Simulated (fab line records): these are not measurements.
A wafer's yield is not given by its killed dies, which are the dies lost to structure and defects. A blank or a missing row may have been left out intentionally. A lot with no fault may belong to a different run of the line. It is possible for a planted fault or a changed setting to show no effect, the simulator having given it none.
Which tool was responsible? :: flow nandHarc :: 13 lots with 39 wafers sampled at 6 steps, on a route of 1302 steps

WHAT EACH GAUGE READ, for each wafer
NHARC_P_M2_CD_MEAS_09: target cd 170 nm.
lot: L647
measured: day 7 00:59
on: cdSem-03
cdNm (nm): 169.3 170.0 170.0

lot: L648
measured: day 7 04:20
on: cdSem-01
cdNm (nm): 170.7 170.4 170.1

lot: L649
measured: day 7 11:13
on: cdSem-03
cdNm (nm): 170.2 170.1 169.8

lot: L650
measured: day 8 00:47
on: cdSem-01
cdNm (nm): 170.1 170.6 170.6

lot: L651
measured: day 8 19:21
on: cdSem-01
cdNm (nm): 170.6 170.1 170.1

lot: L652
measured: day 8 20:10
on: cdSem-03
cdNm (nm): 169.2 170.1 169.6

lot: L655
measured: day 10 02:28
on: cdSem-02
cdNm (nm): 175.2 174.8 175.1

lot: L656
measured: day 10 17:43
on: cdSem-02
cdNm (nm): 175.8 175.7 175.6

lot: L661
measured: day 12 08:47
on: cdSem-03
cdNm (nm): 170.4 170.0 169.5

lot: L665
measured: day 14 07:07
on: cdSem-03
cdNm (nm): 169.9 170.2 170.0

lot: L667
measured: day 14 18:16
on: cdSem-01
cdNm (nm): 170.2 170.6 170.7

lot: L668
measured: day 15 06:41
on: cdSem-02
cdNm (nm): 169.4 169.8 169.8

lot: L669
measured: day 15 21:22
on: cdSem-03
cdNm (nm): 170.7 170.7 170.7

NHARC_P_M2_INSPECT_11.
lot: L647
measured: day 7 01:07
on: defectInspect-02
rawDefectCount: 1 3 1

lot: L648
measured: day 7 04:28
on: defectInspect-01
rawDefectCount: 5 2 4

lot: L649
measured: day 7 11:20
on: defectInspect-02
rawDefectCount: 2 6 2

lot: L650
measured: day 8 00:55
on: defectInspect-01
rawDefectCount: 3 6 4

lot: L651
measured: day 8 19:29
on: defectInspect-02
rawDefectCount: 3 7 3

lot: L652
measured: day 8 20:17
on: defectInspect-02
rawDefectCount: 3 1 0

lot: L655
measured: day 10 02:35
on: defectInspect-01
rawDefectCount: 7 8 1

lot: L656
measured: day 10 17:50
on: defectInspect-02
rawDefectCount: 4 2 3

lot: L661
measured: day 12 08:54
on: defectInspect-01
rawDefectCount: 2 3 5

lot: L665
measured: day 14 07:14
on: defectInspect-02
rawDefectCount: 3 6 3

lot: L667
measured: day 14 18:23
on: defectInspect-02
rawDefectCount: 2 3 5

lot: L668
measured: day 15 06:49
on: defectInspect-02
rawDefectCount: 9 8 4

lot: L669
measured: day 15 21:29
on: defectInspect-02
rawDefectCount: 4 8 10

NHARC_END_SORT_01.
lot: L647
measured: day 24 08:28
on: prober-02
defectLimitedYield (%): 87 88 86
killedAtArray: 79 77 88
killedAtOther: 5 1 8
killedAtPeriphery: 2 1 2
killedDies: 86 79 98
killedOpen: 5 3 1
killedShort: 1 0 2

lot: L661
measured: day 30 03:07
on: prober-01
defectLimitedYield (%): 90 90 89
killedAtArray: 68 70 72
killedAtOther: 0 0 0
killedAtPeriphery: 1 1 3
killedDies: 69 71 75
killedOpen: 2 4 0
killedShort: 4 1 3

TOOL THAT RAN EACH LOT (tool first, then ch and the chambers of the sampled wafers, then the start)
lot: L647
NHARC_P_M1_ANNEAL_31: rtpAnneal-01 ch 0, day 6 22:36
NHARC_P_M1_DEP_33: pecvd-02 ch 0,1,2, day 6 23:52
NHARC_P_M2_PEB_07: lithoTrack-01 ch 0, day 7 00:55

lot: L648
NHARC_P_M1_ANNEAL_31: rtpAnneal-01 ch 0, day 7 02:11
NHARC_P_M1_DEP_33: pecvd-04 ch 0,1,2, day 7 03:05
NHARC_P_M2_PEB_07: lithoTrack-01 ch 0, day 7 04:16

lot: L649
NHARC_P_M1_ANNEAL_31: rtpAnneal-01 ch 0, day 7 09:02
NHARC_P_M1_DEP_33: pecvd-04 ch 0,1, day 7 09:58
NHARC_P_M2_PEB_07: lithoTrack-06 ch 0, day 7 11:08

lot: L650
NHARC_P_M1_ANNEAL_31: rtpAnneal-01 ch 0, day 7 22:42
NHARC_P_M1_DEP_33: pecvd-03 ch 0,2, day 7 23:40
NHARC_P_M2_PEB_07: lithoTrack-01 ch 0, day 8 00:43

lot: L651
NHARC_P_M1_ANNEAL_31: rtpAnneal-01 ch 0, day 8 17:08
NHARC_P_M1_DEP_33: pecvd-04 ch 1,2, day 8 18:11
NHARC_P_M2_PEB_07: lithoTrack-06 ch 0, day 8 19:16

lot: L652
NHARC_P_M1_ANNEAL_31: rtpAnneal-02 ch 0, day 8 18:10
NHARC_P_M1_DEP_33: pecvd-02 ch 1,2, day 8 19:01
NHARC_P_M2_PEB_07: lithoTrack-06 ch 0, day 8 20:04

lot: L655
NHARC_P_M1_ANNEAL_31: rtpAnneal-01 ch 0, day 10 00:20
NHARC_P_M1_DEP_33: pecvd-04 ch 0,1,2, day 10 01:19
NHARC_P_M2_PEB_07: lithoTrack-06 ch 0, day 10 02:23

lot: L656
NHARC_P_M1_ANNEAL_31: rtpAnneal-02 ch 0, day 10 15:37
NHARC_P_M1_DEP_33: pecvd-03 ch 0,1,2, day 10 16:33
NHARC_P_M2_PEB_07: lithoTrack-06 ch 0, day 10 17:38

lot: L661
NHARC_P_M1_ANNEAL_31: rtpAnneal-02 ch 0, day 12 06:34
NHARC_P_M1_DEP_33: pecvd-02 ch 1,2, day 12 07:29
NHARC_P_M2_PEB_07: lithoTrack-04 ch 0, day 12 08:42

lot: L665
NHARC_P_M1_ANNEAL_31: rtpAnneal-01 ch 0, day 14 05:00
NHARC_P_M1_DEP_33: pecvd-03 ch 0,2, day 14 05:59
NHARC_P_M2_PEB_07: lithoTrack-01 ch 0, day 14 07:02

lot: L667
NHARC_P_M1_ANNEAL_31: rtpAnneal-01 ch 0, day 14 16:04
NHARC_P_M1_DEP_33: pecvd-02 ch 0,1,2, day 14 17:01
NHARC_P_M2_PEB_07: lithoTrack-04 ch 0, day 14 18:11

lot: L668
NHARC_P_M1_ANNEAL_31: rtpAnneal-01 ch 0, day 15 04:31
NHARC_P_M1_DEP_33: pecvd-04 ch 0,1,2, day 15 05:32
NHARC_P_M2_PEB_07: lithoTrack-04 ch 0, day 15 06:37

lot: L669
NHARC_P_M1_ANNEAL_31: rtpAnneal-01 ch 0, day 15 19:04
NHARC_P_M1_DEP_33: pecvd-03 ch 1,2, day 15 20:04
NHARC_P_M2_PEB_07: lithoTrack-01 ch 0, day 15 21:17
- NHARC_P_M1_ANNEAL_31: time 90 s.
- NHARC_P_M1_DEP_33: deposits SiCN, target thk 30 nm.
- NHARC_P_M2_PEB_07: peb time 65 s.

AS READ BY THE TOOLS THEMSELVES (means over the sampled wafers that have a number; for cases with no such wafer, the mark the record gives instead)
NHARC_P_M1_ANNEAL_31.
lot: L647
tool: rtpAnneal-01
wafer_temp_C_max: 225.6

lot: L648
tool: rtpAnneal-01
wafer_temp_C_max: 226.0

lot: L649
tool: rtpAnneal-01
wafer_temp_C_max: 225.7

lot: L650
tool: rtpAnneal-01
wafer_temp_C_max: 225.7

lot: L651
tool: rtpAnneal-01
wafer_temp_C_max: 226.2

lot: L652
tool: rtpAnneal-02
wafer_temp_C_max: 226.3

lot: L655
tool: rtpAnneal-01
wafer_temp_C_max: 225.6

lot: L656
tool: rtpAnneal-02
wafer_temp_C_max: 226.4

lot: L661
tool: rtpAnneal-02
wafer_temp_C_max: 226.4

lot: L665
tool: rtpAnneal-01
wafer_temp_C_max: 225.6

lot: L667
tool: rtpAnneal-01
wafer_temp_C_max: 225.8

lot: L668
tool: rtpAnneal-01
wafer_temp_C_max: 226.1

lot: L669
tool: rtpAnneal-01
wafer_temp_C_max: 225.9

NHARC_P_M1_DEP_33.
lot: L647
tool: pecvd-02
heaterPowerW (W): 478

lot: L648
tool: pecvd-04
heaterPowerW (W): 509

lot: L649
tool: pecvd-04
heaterPowerW (W): 527

lot: L650
tool: pecvd-03
heaterPowerW (W): 565

lot: L651
tool: pecvd-04
heaterPowerW (W): 496

lot: L652
tool: pecvd-02
heaterPowerW (W): 352

lot: L655
tool: pecvd-04
heaterPowerW (W): 543

lot: L656
tool: pecvd-03
heaterPowerW (W): 620

lot: L661
tool: pecvd-02
heaterPowerW (W): 451

lot: L665
tool: pecvd-03
heaterPowerW (W): 558

lot: L667
tool: pecvd-02
heaterPowerW (W): 444

lot: L668
tool: pecvd-04
heaterPowerW (W): 498

lot: L669
tool: pecvd-03
heaterPowerW (W): 637

NHARC_P_M2_PEB_07.
lot: L647
tool: lithoTrack-01
chillPlateTempC (C): 23.10
heaterPowerTotalW (W): 156.6
plateTempC (C): 100.00

lot: L648
tool: lithoTrack-01
chillPlateTempC (C): 22.97
heaterPowerTotalW (W): 156.5
plateTempC (C): 100.04

lot: L649
tool: lithoTrack-06
chillPlateTempC (C): 22.96
heaterPowerTotalW (W): 156.5
plateTempC (C): 99.98

lot: L650
tool: lithoTrack-01
chillPlateTempC (C): 23.02
heaterPowerTotalW (W): 157.1
plateTempC (C): 100.17

lot: L651
tool: lithoTrack-06
chillPlateTempC (C): 23.01
heaterPowerTotalW (W): 156.2
plateTempC (C): 99.84

lot: L652
tool: lithoTrack-06
chillPlateTempC (C): 22.88
heaterPowerTotalW (W): 156.0
plateTempC (C): 100.11

lot: L655
tool: lithoTrack-06
chillPlateTempC (C): 22.94
heaterPowerTotalW (W): 160.0
plateTempC (C): 101.76

lot: L656
tool: lithoTrack-06
chillPlateTempC (C): 22.97
heaterPowerTotalW (W): 160.3
plateTempC (C): 101.47

lot: L661
tool: lithoTrack-04
chillPlateTempC (C): 22.93
heaterPowerTotalW (W): 156.8
plateTempC (C): 100.06

lot: L665
tool: lithoTrack-01
chillPlateTempC (C): 23.17
heaterPowerTotalW (W): 156.7
plateTempC (C): 99.97

lot: L667
tool: lithoTrack-04
chillPlateTempC (C): 22.85
heaterPowerTotalW (W): 156.5
plateTempC (C): 100.03

lot: L668
tool: lithoTrack-04
chillPlateTempC (C): 22.91
heaterPowerTotalW (W): 156.9
plateTempC (C): 100.17

lot: L669
tool: lithoTrack-01
chillPlateTempC (C): 23.03
heaterPowerTotalW (W): 156.6
plateTempC (C): 100.09

THE ANSWER, worked out from the rows above alone
Rule: what is usual is taken from the lots themselves. The widest of any qualifying gaps counts: lots, ordered by their means at a reading, are off when they make up no more than a third of the lots, leave a main group of 4 or more, and stand apart from it by 3 or more times the standard deviation of that group's means. The tables above print the reading to a certain number of digits; a main group whose means all agree to those digits is not used. A lot without any number at a reading at which 4 lots or more have one is off too. All remaining lots with rows at the step are treated as sound. The gauges are gone through in route order, then the tools' own readings, and for those a lot's mean is taken as printed above. At the first step where some lot is off, the reading lying furthest off is the one used; lots without a number count as furthest.
Off: L655, L656, at NHARC_P_M2_CD_MEAS_09 (cdNm). The main group has a mean of 170.1 nm with a standard deviation of 0.34.
A tool fits if, at a process step before that reading, it ran every lot that is off, and no sound lot after the first of them. Not tried: the gauges at NHARC_P_M2_CD_MEAS_09; whatever is off there is also off at NHARC_P_M2_PEB_07, on other tools, and gauge error can't account for it. One fits: NHARC_P_M2_PEB_07 on lithoTrack-06. Its last sound lot is L652 (day 8 20:04), its first lot that is off L655 (day 10 02:23): a fault that began between those two fits.
The tool's own readings at NHARC_P_M2_PEB_07 bear it out: on the lots that are off they differ by more than 5 times the standard deviation of the sound lots' means. heaterPowerTotalW reads 160.2 W there against 156.6 W on the sound lots; plateTempC reads 101.62 C there against 100.04 C on the sound lots.

WHAT THE SIMULATOR HAD PUT IN
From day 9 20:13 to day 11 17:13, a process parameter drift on lithoTrack-06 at NHARC_P_M2_PEB_07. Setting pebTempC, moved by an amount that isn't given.
Struck lots among those shown: L655, L656. The rule given above showed the same thing.
